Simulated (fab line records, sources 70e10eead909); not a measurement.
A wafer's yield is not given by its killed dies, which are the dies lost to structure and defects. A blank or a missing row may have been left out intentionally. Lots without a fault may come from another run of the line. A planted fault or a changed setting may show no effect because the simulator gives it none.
Chamber matching	flow nandHarc	NHARC_P_CONTACT_ETCH_31 on rieDiel-12: 4 sister chambers
The step etches the open film in CH3F/O2, target depth 30 nm, time 85.7 s. 7 wafers are shown with their chamber, then 7 later ones without.

== WAFERS WITH THEIR CHAMBER ==
wafer	chamber	rfVppV (V)	oesProductAu (a.u.)
L318.6	1	244.8	0.984
L316.1	0	243.0	0.992
L316.5	0	242.8	0.984
L322.5	3	248.5	0.985
L322.6	2	243.3	0.996
L321.4	2	243.9	0.993
L321.5	3	247.4	0.976

== WAFERS WHOSE CHAMBER IS MISSING ==
wafer	rfVppV (V)	oesProductAu (a.u.)
L321.6	244.4	0.984
L324.1	246.3	0.977
L324.2	242.7	0.994
L324.5	246.9	0.978
L327.1	243.1	0.999
L329.1	246.0	0.976
L329.2	241.2	0.973

== WHICH CHAMBER EACH WENT THROUGH ==
wafer	from the rows above	in truth
L321.6	can't be placed: 1 or 2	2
L324.1	can't be placed: 1 or 3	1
L324.2	can't be placed: 0 or 2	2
L324.5	3	3
L327.1	can't be placed: 2 or 0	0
L329.1	can't be placed: 1 or 3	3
L329.2	can't be placed: 0 or 2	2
Correctly placed: 1 of 7. Cannot be placed on the basis of these rows: 6; the candidates contain the true chamber in 6. Number placed wrongly: 0.
How it was worked out, from the rows above alone: a wafer's distance from a chamber is the root of the sum, over the readings, of the square of ((its reading less the chamber's mean) divided by the reading's scatter). If the next closest chamber is less than 2 further off than the closest, the wafer can't be placed; otherwise it belongs to the closest. Each chamber's mean is taken over the wafers shown for it. The scatter: the root of (the sum of the squares of (reading less its chamber's mean) over the shown wafers, divided by (wafers less chambers)).
